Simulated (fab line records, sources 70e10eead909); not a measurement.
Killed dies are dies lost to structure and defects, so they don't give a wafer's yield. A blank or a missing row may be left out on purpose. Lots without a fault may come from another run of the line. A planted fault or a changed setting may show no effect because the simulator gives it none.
Chamber matching | flow nand_harc | NHARC_A_BLC_STRIP_21 on rie_diel-03: 4 sister chambers
The step strips in O2. 4 wafers are shown with their chamber, then 10 later ones without.

WAFERS WITH THEIR CHAMBER
wafer  | chamber | showerhead_plenum_p_Torr (Torr)
L091.2 | 3       | 3.30
L091.3 | 0       | 3.55
L094.1 | 1       | 3.29
L094.3 | 2       | 3.53

WAFERS WITHOUT THEIR CHAMBER
wafer  | showerhead_plenum_p_Torr (Torr)
L094.5 | 3.30
L095.2 | 3.30
L095.4 | 3.53
L095.6 | 3.30
L096.1 | 3.53
L096.3 | 3.29
L096.5 | 3.30
L093.2 | 3.30
L093.4 | 3.53
L093.5 | 3.54

WHICH CHAMBER EACH WENT THROUGH
wafer  | from the rows above     | in truth
L094.5 | 3                       | 3
L095.2 | 3                       | 3
L095.4 | 2                       | 2
L095.6 | 3                       | 3
L096.1 | 2                       | 2
L096.3 | 1                       | 1
L096.5 | 3                       | 3
L093.2 | 3                       | 3
L093.4 | 2                       | 2
L093.5 | can't be placed: 0 or 2 | 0
Placed correctly: 9 of 10. Can't be placed from these rows: 1 (the true chamber is among the candidates in 1). Placed wrongly: 0.
How it was worked out, from the rows above alone: a wafer's distance from a chamber is the root of the sum, over the readings, of the square of ((its reading less the chamber's mean) divided by the reading's scatter). The wafer belongs to the nearest chamber; if the next one is less than 2 further off, it can't be placed. A chamber's mean is the mean of its shown wafers. The scatter: with one shown wafer a chamber, the root of the mean of the squares of how far each hidden wafer lies from its nearest shown one.
